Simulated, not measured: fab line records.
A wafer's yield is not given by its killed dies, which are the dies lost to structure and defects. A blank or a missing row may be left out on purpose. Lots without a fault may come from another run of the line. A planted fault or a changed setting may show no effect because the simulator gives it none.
Split-lot study -- flow n5Finfet -- on a route of 1938 steps: 7 lots, 21 wafers read

== THE SPLIT ITSELF ==
At N5_BEOL_M0_SAQP_PECVD_04 (deposits a-Si from SiH4/He, target thk 60 nm, time 60.2 s), the setting timeS was moved away from the recipe's 60.2 s on 7 of the 21 wafers read, by -15.0% to +9.5%. For the rest of the wafers, this setting stayed at what the recipe calls for.

The split's own step is where the reading is taken.

== THE READING ==
a-Si_of_BEOL_M0_SAQP_PECVD_04.thkNm (the simulator's own value, which no gauge read), in nm, at N5_BEOL_M0_SAQP_PECVD_04 (deposits a-Si from SiH4/He, target thk 60 nm, time 60.2 s). There is no usual value for it anywhere in the file. Across the 14 wafers here that went through the recipe, the average is 60.4 nm and the standard deviation 0.48 nm.

wafer,"tool, chamber at the split","timeS as run, s",against the recipe,"a-Si_of_BEOL_M0_SAQP_PECVD_04.thkNm, nm",against lot-mates on the recipe
L076.3,"pecvd-04, 0,2",60.2,recipe,60.2,-
L076.6,"pecvd-04, 0,2",60.2,recipe,60.2,-
L076.5,"pecvd-04, 1",60.2,recipe,60.8,-
L080.2,"pecvd-04, 0",60.2,recipe,60.6,-
L080.5,"pecvd-04, 1",60.2,recipe,60.4,-
L080.6,"pecvd-04, 2",60.2,recipe,59.8,-
L082.3,"pecvd-01, 1",60.2,recipe,60,-
L082.5,"pecvd-01, 0",60.2,recipe,61.6,-
L082.6,"pecvd-01, 1",51.2,-15.0%,52.2,-8.6
L084.1,"pecvd-01, 2",65.91,+9.5%,64.2,+4.4
L084.2,"pecvd-01, 1",60.2,recipe,59.8,-
L084.6,"pecvd-01, 2",65.91,+9.5%,66.4,+6.6
L094.1,"pecvd-04, 1",60.2,recipe,59.8,-
L094.4,"pecvd-04, 0",60.2,recipe,60,-
L094.5,"pecvd-04, 1",60.2,recipe,60.6,-
L089.1,"pecvd-04, 2",65.1,+8.1%,63.8,+3.2
L089.4,"pecvd-04, 2",65.1,+8.1%,65,+4.4
L089.6,"pecvd-04, 0",60.2,recipe,60.6,-
L091.3,"pecvd-01, 0",60.2,recipe,60.6,-
L091.4,"pecvd-01, 1",53.57,-11.0%,53.8,-6.8
L091.5,"pecvd-01, 1",53.57,-11.0%,54.6,-6.0
Where a row lists several chambers, the file gives one row for several wafers and doesn't say which wafer went through which chamber.

FIT RESULTS
A straight line over all 21 wafers: a-Si_of_BEOL_M0_SAQP_PECVD_04.thkNm changes by +0.536 nm for each +1% of timeS; r = +0.98; the points scatter about the line by 0.6 nm.
The same after taking each lot's own level away (the mean of its wafers on the recipe; 21 wafers): +0.559 nm for each +1%; r = +0.99; scatter 0.6 nm.
The reading moves by 8.4 nm for the largest change in timeS, on that fit.
Across the lots, their own levels run from 59.80 to 60.80 nm, a range of 2.1 times the standard deviation given above.
The two slopes agree, so the slope changes little with the lot-to-lot level.
Check: for one of the wafers moved furthest among these (-15.0%), held out of the fit, the line's prediction against its lot-mates is -8.38 nm. Against them it came out at -8.6 nm.

== THE OTHER SPLITS THESE WAFERS WENT THROUGH ==
Other splits were also applied to these wafers ahead of the reading. Each is held against what the fit with the lots' levels taken away leaves over:
other split on the same wafers,wafers away from the commonest value,r with a-Si_of_BEOL_M0_SAQP_PECVD_04.thkNm (lot level and that fit taken away)
N5_ZERO_LAYER_EXPOSE_08 doseMj,3,+0.08
N5_ZERO_LAYER_DEVELOP_10 developTimeS,4,-0.07
N5_FIN_SAQP_SPACER1_ALD_24 tempC,6,+0.42
N5_DUMMY_GATE_DESCUM_20 timeS,6,-0.30
N5_GATE_CUT_ALD_22 aldCycles,7,+0.14
N5_MOL_CONTACT_COAG_CONTACT_ETCH_14 sourceW,9,+0.35
N5_BEOL_M0_SAQP_PECVD_00 timeS,8,-0.04

== THE WHOLE CHAIN: every reading that the file lists as answering this split, in the file's order ==
step,what it does,reading,change (the file's fit),r (the file's)
N5_BEOL_M0_SAQP_PECVD_04,"deposits a-Si from SiH4/He, target thk 60 nm, time 60.2 s","a-Si_of_BEOL_M0_SAQP_PECVD_04.thkNm (the simulator's own value, which no gauge read)",+0.563 nm for each +1% of the setting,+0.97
N5_BEOL_M0_SAQP_THK_MEAS_05,,thkNm,withheld for each +1% of the setting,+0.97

== THE FILE'S OWN FIT ==
a-Si_of_BEOL_M0_SAQP_PECVD_04.thkNm changes by +0.563 nm for each +1% of timeS, r = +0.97.
